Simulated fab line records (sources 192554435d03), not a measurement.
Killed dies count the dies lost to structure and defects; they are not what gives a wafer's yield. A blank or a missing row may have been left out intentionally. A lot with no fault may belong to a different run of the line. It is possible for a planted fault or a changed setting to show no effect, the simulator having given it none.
Struck lot and sound lot, side by side | flow n5 finfet | 24 steps out of a route of 1938
Sound: these wafers, L432.3, L432.5, L432.6. Struck: wafer L442.4 (left out: L442.5, a lot-mate that was not struck); the cause follows at the end.
For every step that has rows: the tool of each side, followed by ch and its chambers, followed by its first start. Under that, the readings that differ: sound wafers | struck wafers | difference of the means | sigmas: that difference in standard deviations of wafers without a fault.
alike: words and numbers the same on both sides, and readings whose means are apart by under 2 such deviations; not compared: readings that were withheld, readings missing a value for some wafer, numbers with overlapping values and no deviation given by the record, and bounds like >300 which may hide the same value.
A row with sigmas, a row that says differs or no value, or rows on one side alone: a step with any of these is where the two part. Non-overlapping numbers with no deviation appear without sigmas and do not part them. A reading that every wafer of one side lacks parts them only if that side has two wafers or more.

first, 10 steps without rows for these wafers: N5_DUMMY_GATE_UV_OZONE_45 (time 120 s); N5_SPACER0_ALD_07 (deposits SiNx, target thk 2 nm); N5_SPACER0_ALD_00 (deposits SiOCN, target thk 3.5 nm, pulse time 3 s, purge time 2 s); N5_SPACER0_ALD_08 (deposits SiNx, target thk 2 nm); N5_SD_EPI_N_COAT_32 (time 60 s, resist thk 350 nm); N5_SD_EPI_N_COAT_33 (time 60 s, resist thk 35 nm); N5_SD_EPI_N_COAT_03 (resist thk 150 nm); N5_SD_EPI_N_EBR_05; N5_SD_EPI_N_SOFTBAKE_04 (time 60 s); N5_SD_EPI_N_EXPOSE_06 (exposes mask SD N BLK, target cd 120 nm).
N5_SD_EPI_N_PEB_07: peb time 60 s.
  sound on litho track-05 ch 0, day 3 07:13; struck on litho track-05 ch 0, day 5 21:15
  reading                  | sound             | struck | difference | sigmas
  heater power total W (W) | 175.9 177.1 174.2 | 182.5  | +6.8       | +4
  alike: chill plate temp C, resist line temp C
then, 1 step without rows for these wafers: N5_SD_EPI_N_DEVELOP_08 (develop time 30 s).
N5_SD_EPI_N_CD_MEAS_09 targets a cd of 120 nm.
  sound on cd sem-02 ch 0, day 3 07:17; struck on cd sem-01 ch 0, day 5 21:19
  reading    | sound             | struck | difference | sigmas
  cd nm (nm) | 121.2 120.0 120.5 | 117.0  | -3.6       | -6
N5_SD_EPI_N_DESCUM_14: chemistry O2, time 7.9 s.
  sound on rie diel-04 ch 0,2,3, day 3 07:27; struck on rie diel-06 ch 3, day 5 21:25
  reading                   | sound             | struck | difference | sigmas
  throttle valve pct (%)    | 20.31 20.63 20.58 | 19.86  | -0.65      | -4
  model.SD_EPI_N.cd nm (nm) | 121.4 120 120.8   | 117    | -4         |
  alike: bias power w, drypump motor current A, oes product au, rf vpp V, showerhead plenum p Torr
  not compared: rf hours counter h
then, 7 steps without rows for these wafers: N5_SD_EPI_N_ETCH_34 (etches SiARC in CF4, target depth 45.5 nm, time 75.8 s); N5_SD_EPI_N_ETCH_35 (etches SOC in N2/H2, overetch 108 nm, time 486 s); N5_SD_EPI_N_STRIP_36 (strips in N2/H2); N5_SD_EPI_N_ETCHBACK_44 (etches SiNx in CH3F/O2, stops on SiO2, target depth 14.5 nm); N5_SD_EPI_N_ETCH_45 (etches SiOCN in CH3F/O2, target depth 6 nm); N5_SD_EPI_N_ETCH_16 (etches SiO2 in CHF3/O2, target depth 5 nm); N5_SD_EPI_N_STRIP_47 (strips in CHF3/O2).
N5_SD_EPI_N_SD_RECESS_17: chemistry HBr/Cl2/O2, target depth 41 nm, time 23.7 s, bt time 3 s.
  sound on rie si-06 ch 0,1,3, day 3 08:08; struck on rie si-06 ch 2, day 5 22:06
  reading                   | sound             | struck | difference | sigmas
  throttle valve pct (%)    | 36.75 36.82 36.90 | 37.41  | +0.59      | +2
  model.SD_EPI_N.cd nm (nm) | 121.2 119.4 121.6 | 116    | -5         |
  alike: drypump motor current A, oes product au
  not compared: rf hours counter h
then, 1 step without rows for these wafers: N5_SD_EPI_N_STRIP_38 (strips in N2/H2).
-- the record jumps here: 5 days lie between the struck wafers' starts before and after (it left off in module SD_EPI_N and takes up again in module BEOL_M4, whose first step shown is number 1111 of the route) --
N5_BEOL_M4_RC_MEAS_101:
  sound on prober-01 ch 0, day 9 03:19; struck on prober-02 ch 0, day 11 01:25
  alike: DIBL_N, DIBL_P, IOFF_N, IOFF_P, ION_N, ION_P, SS_N, SS_P, VT_N, VT_P

WHERE THEY PART
First at N5_SD_EPI_N_PEB_07; last, within this record, at N5_SD_EPI_N_SD_RECESS_17. Later steps at which nothing parts them and some readings are alike: N5_BEOL_M4_RC_MEAS_101.

WHY: the cause the simulator had injected
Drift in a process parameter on litho track-05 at N5_SD_EPI_N_PEB_07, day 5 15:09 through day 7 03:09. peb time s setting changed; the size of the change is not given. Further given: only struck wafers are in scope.
